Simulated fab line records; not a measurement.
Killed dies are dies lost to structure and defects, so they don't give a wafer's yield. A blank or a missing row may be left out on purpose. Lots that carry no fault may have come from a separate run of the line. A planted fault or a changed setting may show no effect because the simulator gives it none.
A single fault, viewed from 2 desks -- flow nand_harc -- what lay behind the numbers comes last; until then each desk has only its own

## THE DEFECT DESK
For each lot, the counts of the inspections along the route, averaged over the sampled wafers that have a number. If a lot's mean is further than 4 standard deviations from the usual mean, the lot is out of limits and carries the mark OUT (the distance appears in the brackets).
Columns: A = raw_defect_count at NHARC_A_ZERO_WELL_INSPECT_17, usual 11; B = raw_defect_count at NHARC_A_SOURCE_PLATE_INSPECT_08, usual 65
lot,first seen here,A,B
L896,day 7 01:03,5,63
L897,day 7 05:04,16,69
L899,day 7 15:19,14,89
L901,day 8 04:13,22,56
L902,day 8 06:32,10,79
L906,day 9 22:52,10,85
L908,day 10 05:05,9,63
L907,day 10 06:23,14,84
L911,day 10 22:21,17,71
L912,day 11 00:22,12,78
L916,day 11 12:34,4,45
L915,day 11 13:23,11,59
L917,day 12 00:46,13,85
Result from this desk: across the 13 lots, nothing is out of limits.

## FROM THE METROLOGY DESK
Means of the sampled wafers that have a number, per lot and without regard to the tool the lot ran on: this is what the gauges read. If a lot's mean is further than 4 standard deviations from the usual mean, the lot is out of limits and carries the mark OUT (the distance appears in the brackets).
Columns: A = thk_nm at NHARC_A_ONON_D1_THK_MEAS_08, usual 1002 nm
lot,first seen here,A
L896,day 7 23:11,1008
L897,day 8 03:05,1012
L899,day 8 16:07,996
L902,day 9 02:10,1000
L901,day 9 02:11,998
L906,day 10 21:53,1000
L907,day 11 03:43,1010
L908,day 11 03:52,1003
L912,day 11 20:07,519 (-58) OUT
L911,day 11 20:28,496 (-61) OUT
L915,day 12 11:59,1001
L916,day 12 11:59,509 (-59) OUT
L917,day 12 23:17,985
This desk's verdict: out of limits on L911, L912, L916, starting with L912 at day 11 20:07 (thk_nm at NHARC_A_ONON_D1_THK_MEAS_08). Within limits: L896, L897, L899, L902, L901, L906, L907, L908, L915, L917.

## BROUGHT TOGETHER
Metrology desk: alarm possible at day 11 20:07 on L911, L912, L916.
Nothing out of limits was seen by the defect desk.
The defect desk has L911, L912, L916 on record, within its limits.
NHARC_A_ONON_D1_DEP_06 was run on pecvd_onon-01 by each of the lots named.

## WHAT THE SIMULATOR HAD PUT IN
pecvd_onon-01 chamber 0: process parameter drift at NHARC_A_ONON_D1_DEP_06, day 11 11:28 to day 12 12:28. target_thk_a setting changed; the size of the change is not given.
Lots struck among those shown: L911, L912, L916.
Delay in hours, fault start to first out-of-limits reading, per desk: metrology desk 9.
